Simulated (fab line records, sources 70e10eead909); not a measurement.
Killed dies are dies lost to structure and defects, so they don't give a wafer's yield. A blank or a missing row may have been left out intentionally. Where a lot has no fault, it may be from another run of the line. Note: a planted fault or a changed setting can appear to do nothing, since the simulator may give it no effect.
Chamber matching + flow nand_harc + pecvd-03 running NHARC_A_CONTACT_DEP_58: 3 sister chambers
The step deposits SiON, target thk 60 nm. 3 wafers are shown with their chamber, then 8 later ones without.

WAFERS, EACH WITH ITS CHAMBER
| wafer  | chamber | heater_power_w (W) |
|--------|---------|--------------------|
| L084.5 | 1       | 663                |
| L083.1 | 0       | 938                |
| L087.1 | 2       | 665                |

WAFERS WITHOUT THEIR CHAMBER
| wafer  | heater_power_w (W) |
|--------|--------------------|
| L087.2 | 624                |
| L087.6 | 694                |
| L086.1 | 671                |
| L086.4 | 689                |
| L086.6 | 910                |
| L096.2 | 721                |
| L096.4 | 673                |
| L096.5 | 878                |

WHICH CHAMBER EACH WENT THROUGH
| wafer  | from the rows above     | in truth |
|--------|-------------------------|----------|
| L087.2 | can't be placed: 1 or 2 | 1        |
| L087.6 | can't be placed: 2 or 1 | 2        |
| L086.1 | can't be placed: 2 or 1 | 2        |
| L086.4 | can't be placed: 2 or 1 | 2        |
| L086.6 | 0                       | 0        |
| L096.2 | can't be placed: 2 or 1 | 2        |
| L096.4 | can't be placed: 2 or 1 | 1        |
| L096.5 | 0                       | 0        |
Correctly placed: 2 of 8. From these rows, 6 cannot be placed; in 6 the true chamber is one of the candidates. Placed wrongly: 0.
How it was worked out, from the rows above alone: a wafer's distance from a chamber is the root of the sum, over the readings, of the square of ((its reading less the chamber's mean) divided by the reading's scatter). If the next closest chamber is less than 2 further off than the closest, the wafer can't be placed; otherwise it belongs to the closest. Each chamber's mean is taken over the wafers shown for it. The scatter (one wafer shown for each chamber): square how far every hidden wafer sits from the nearest shown wafer, average those squares and take the square root.
